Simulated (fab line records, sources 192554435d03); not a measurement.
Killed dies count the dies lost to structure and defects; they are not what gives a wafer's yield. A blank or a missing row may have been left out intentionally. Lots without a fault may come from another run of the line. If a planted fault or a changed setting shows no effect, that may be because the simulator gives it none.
The same fault as seen by 2 desks	flow n5_finfet	every desk sees just its own numbers, and what lay behind them comes last

METROLOGY DESK
Means of the sampled wafers that have a number, per lot and without regard to the tool the lot ran on: this is what the gauges read. Any lot whose mean is over 4 standard deviations away from the usual mean is out of limits and marked OUT; that distance is given in the brackets. Shown here are 7 of its 10 readings, the ones lying furthest out on some lot.
Columns: A = DIBL_N at N5_BEOL_M4_RC_MEAS_101, usual 35.8 mV/V; B = IOFF_N at N5_BEOL_M4_RC_MEAS_101, usual 0.150 nA/um; C = IOFF_P at N5_BEOL_M4_RC_MEAS_101, usual 0.194 nA/um; D = ION_N at N5_BEOL_M4_RC_MEAS_101, usual 667 uA/um; E = ION_P at N5_BEOL_M4_RC_MEAS_101, usual 456 uA/um; F = SS_N at N5_BEOL_M4_RC_MEAS_101, usual 71.4 mV/dec; G = VT_P at N5_BEOL_M4_RC_MEAS_101, usual -252 mV
lot	first seen here	A	B	C	D	E	F	G
L555	day 11 02:20	36.2	0.159	0.199	664	453	71.4	-252
L570	day 14 01:17	35.7	0.143	0.192	650	449	71.6	-251
L573	day 14 23:59	36.7	0.165	0.224	663	459	72.3	-247
L576	day 15 11:35	37.8	0.178	0.235	676	465	71.6	-249
This desk's finding: nothing out of limits on any of the 4 lots.

AT THE TOOL OWNER'S DESK: pecvd-03
The tool's own readings at N5_BEOL_M0_DEP_125 (deposits SiCN from 3MS/NH3, target thk 8 nm, time 14 s): means of the sampled wafers that have a number, for each lot that ran on this tool. Any lot whose mean is over 4 standard deviations away from the usual mean is out of limits and marked OUT; that distance is given in the brackets.
Columns: A = showerhead_plenum_p_Torr at N5_BEOL_M0_DEP_125, usual 3.671 Torr; B = throttle_valve_pct at N5_BEOL_M0_DEP_125, usual 8.9 %
lot	first seen here	A	B
L555	day 6 16:23	3.660	9.0
L570	day 10 05:53	3.653	8.9
L573	day 10 20:02	3.670	8.8
This desk's finding: nothing out of limits on any of the 3 lots.

BROUGHT TOGETHER
Nothing out of limits was seen by the metrology desk.
Nothing out of limits was seen by the tool owner's desk.

WHAT THE SIMULATOR PUT IN
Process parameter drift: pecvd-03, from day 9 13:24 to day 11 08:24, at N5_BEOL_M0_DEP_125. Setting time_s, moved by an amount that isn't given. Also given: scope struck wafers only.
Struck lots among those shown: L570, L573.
